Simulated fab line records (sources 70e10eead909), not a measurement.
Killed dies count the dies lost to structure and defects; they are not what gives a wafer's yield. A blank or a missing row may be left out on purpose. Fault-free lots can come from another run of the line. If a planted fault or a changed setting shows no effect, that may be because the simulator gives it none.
One fault seen from 2 desks | flow nandHarc | numbers are kept per desk, each desk with only its own; the story behind them comes last

== METROLOGY DESK ==
What the gauges read for every lot (on any tool): the sampled wafers with a number, averaged. If a lot's mean is further than 4 standard deviations from the usual mean, the lot is out of limits and carries the mark OUT (the distance appears in the brackets).
Columns: A = cdNm at NHARC_A_CONTACT_CD_MEAS_69, usual 300.1 nm
lot  | first seen here | A
L375 | day 21 13:11    | 299.8
L376 | day 22 14:00    | 300.6
L378 | day 22 19:05    | 299.4
L379 | day 23 13:40    | 300.2
L382 | day 24 09:04    | 300.6
L381 | day 24 16:29    | 299.9
L384 | day 25 00:26    | 300.4
L390 | day 28 02:13    | 299.1
L389 | day 28 07:03    | 299.8
L391 | day 28 11:34    | 300.4
L395 | day 30 14:37    | 300.0
L397 | day 31 18:18    | 300.0
L398 | day 31 21:35    | 299.1
Result from this desk: across the 13 lots, nothing is out of limits.

== THE TOOL OWNER'S DESK: rieDiel-09 ==
The tool's own readings at NHARC_A_CONTACT_ETCH_75 (etches the open film in CF4, target depth 39 nm, time 65 s): means of the sampled wafers that have a number, for each lot that ran on this tool. If a lot's mean is further than 4 standard deviations from the usual mean, the lot is out of limits and carries the mark OUT (the distance appears in the brackets).
Columns: A = drypumpMotorCurrentA at NHARC_A_CONTACT_ETCH_75, usual 5.6 A; B = oesProductAu at NHARC_A_CONTACT_ETCH_75, usual 1.002 a.u.; C = rfVppV at NHARC_A_CONTACT_ETCH_75, usual 150.9 V; D = showerheadPlenumPTorr at NHARC_A_CONTACT_ETCH_75, usual 1.74 Torr; E = throttleValvePct at NHARC_A_CONTACT_ETCH_75, usual 13.283 %
lot  | first seen here | A   | B                | C     | D    | E
L375 | day 21 13:50    | 5.5 | 0.995            | 152.0 | 1.77 | 13.275
L378 | day 22 19:22    | 5.5 | 1.000            | 150.2 | 1.72 | 13.292
L379 | day 23 13:56    | 5.3 | 1.001            | 150.7 | 1.70 | 13.285
L382 | day 24 09:20    | 5.6 | 1.002            | 151.5 | 1.77 | 13.287
L384 | day 25 00:54    | 5.8 | 1.004            | 151.7 | 1.84 | 13.283
L390 | day 28 02:30    | 5.2 | 0.917 (-7.7) OUT | 149.8 | 1.71 | 13.287
L389 | day 28 07:20    | 5.7 | 0.831 (-16) OUT  | 151.8 | 1.83 | 13.273
L391 | day 28 11:59    | 5.3 | 0.913 (-8.0) OUT | 150.1 | 1.72 | 13.281
L397 | day 31 18:34    | 5.5 | 0.992            | 150.2 | 1.71 | 13.290
L398 | day 31 21:51    | 5.3 | 1.009            | 150.3 | 1.69 | 13.280
This desk finds L389, L390, L391 out of limits, L390 being first, at day 28 02:30 (oesProductAu at NHARC_A_CONTACT_ETCH_75). L375, L378, L379, L382, L384, L397, L398: within limits.

== TAKEN TOGETHER ==
The tool owner's desk could have raised an alarm at day 28 02:30, on L389, L390, L391.
The metrology desk saw nothing out of limits.
The metrology desk holds a record of L389, L390, L391, inside its limits.
All the named lots went through NHARC_A_CONTACT_ETCH_75 on rieDiel-09.

== WHAT HAD BEEN PUT IN BY THE SIMULATOR ==
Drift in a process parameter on rieDiel-09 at NHARC_A_CONTACT_ETCH_75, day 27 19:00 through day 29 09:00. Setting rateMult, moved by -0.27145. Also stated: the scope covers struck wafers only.
Lots struck among those shown: L389, L390, L391.
Each desk's first reading out of limits, in hours after the fault started: the tool owner's desk, 8.
